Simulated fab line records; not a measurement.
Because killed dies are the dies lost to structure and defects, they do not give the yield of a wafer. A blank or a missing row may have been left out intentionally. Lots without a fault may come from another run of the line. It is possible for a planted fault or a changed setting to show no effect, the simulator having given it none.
Struck lot and sound lot, side by side | flow n5 finfet | 30 out of 1938 route steps
Sound: these wafers, L524.3, L524.4, L524.5. Struck: wafers L532.2, L532.5, L532.6. The cause is named last.
Order at every step that has rows: each side's tool, ch and its chambers, its first start. Under that, the readings that differ: sound wafers | struck wafers | difference of the means | sigmas: that difference in standard deviations of wafers without a fault.
alike: readings whose means differ by less than 2 such deviations, and words and numbers that are the same on both sides. not compared: withheld readings, readings that some wafer has no value for, bounds like >300 that may hide the same value, and numbers for which the record gives no deviation and whose values overlap.
A row with sigmas, a row that says differs or no value, or rows on one side alone: a step with any of these is where the two part. Numbers that have no deviation but don't overlap get no sigmas and don't part them. A reading that every wafer of one side lacks parts them only if that side has two wafers or more.

first, 9 steps without rows for these wafers: N5_BEOL_M1_COAT_62 (time 60 s, resist thk 12 nm); N5_BEOL_M1_COAT_73 (time 60 s, resist thk 5 nm); N5_BEOL_M1_COAT_05 (resist thk 30 nm); N5_BEOL_M1_EBR_07; N5_BEOL_M1_SOFTBAKE_06 (time 60 s); N5_BEOL_M1_EXPOSE_08 (exposes mask M1); N5_BEOL_M1_PEB_09 (peb time 60 s); N5_BEOL_M1_DEVELOP_10 (develop time 30 s); N5_BEOL_M1_DESCUM_16 (chemistry O2, time 7 s).
N5_BEOL_M1_ETCH_74: etches underlayer in N2/H2, target depth 6.5 nm, time 5.2 s.
  sound on rie diel-05 ch 1,3, day 9 07:43; struck on rie diel-05 ch 0,2,3, day 10 21:47
  alike: drypump motor current A, etch rf on time s, oes product au, rf vpp V, showerhead plenum p Torr, throttle valve pct
  not compared: rf hours counter h
then, 16 steps without rows for these wafers: N5_BEOL_M1_ETCH_63 (etches SiARC in CF4, target depth 15.6 nm, time 26 s); N5_BEOL_M1_ETCH_64 (etches SOC in N2/H2, target depth 75 nm, overetch 15 nm, time 112.5 s); N5_BEOL_M1_STRIP_65 (strips in N2/H2); N5_BEOL_M1_STRIP_75 (strips in N2/H2); N5_BEOL_M1_STRIP_66 (strips in CF4); N5_BEOL_M1_HM_OPEN_17 (chemistry Cl2/BCl3, target TiN, target depth 20 nm, overetch 6 nm); N5_BEOL_M1_STRIP_19 (strips in O2); N5_BEOL_M1_COAT_67 (time 60 s, resist thk 60 nm); N5_BEOL_M1_COAT_68 (time 60 s, resist thk 12 nm); N5_BEOL_M1_COAT_76 (time 60 s, resist thk 5 nm); N5_BEOL_M1_COAT_22 (resist thk 30 nm); N5_BEOL_M1_EBR_24; N5_BEOL_M1_SOFTBAKE_23 (time 60 s); N5_BEOL_M1_EXPOSE_25 (exposes mask V0, defocus 5 nm, target cd 24 nm); N5_BEOL_M1_PEB_26 (peb time 60 s); N5_BEOL_M1_DEVELOP_27 (develop time 30 s).
N5_BEOL_M1_INSPECT_30: inspects for defects (brightfield).
  struck on defect inspect-01, day 10 22:48; sound on defect inspect-02, day 9 08:45
  reading          | sound       | struck         | difference | sigmas
  raw defect count | 469 550 546 | 1591 1649 1485 | +1053      | +11
then, 1 step without rows for these wafers: N5_BEOL_M1_DESCUM_33 (chemistry O2, time 7 s).
-- here the record skips 2 days between the struck wafers' starts before and after, leaving off in module BEOL_M1 and picking up in module BEOL_M4 (first step shown: number 1111 of the route) --
N5_BEOL_M4_RC_MEAS_101:
  sound on prober-01 ch 0, day 11 19:54; struck on prober-02 ch 0, day 13 05:23
  reading       | sound          | struck         | difference | sigmas
  SS_N (mV/dec) | 71.4 70.3 70.6 | 72.2 71.4 71.9 | +1.1       | +2
  SS_P (mV/dec) | 74.0 72.9 72.2 | 75.4 74.3 74.3 | +1.6       | +3
  alike: DIBL_N, DIBL_P, IOFF_N, IOFF_P, ION_N, ION_P, VT_N, VT_P
-- here the record skips 4 days between the struck wafers' starts before and after, leaving off in module BEOL_M4 and picking up in module PASSIVATION (first step shown: number 1936 of the route) --
N5_PASSIVATION_PROBE_49:
  rows exist in the record for the struck wafers here (prober-02, day 17 10:17), but not for the sound ones

WHERE THEY PART
First at N5_BEOL_M1_INSPECT_30; last, within this record, at N5_PASSIVATION_PROBE_49.

WHY: whatever the simulator had introduced
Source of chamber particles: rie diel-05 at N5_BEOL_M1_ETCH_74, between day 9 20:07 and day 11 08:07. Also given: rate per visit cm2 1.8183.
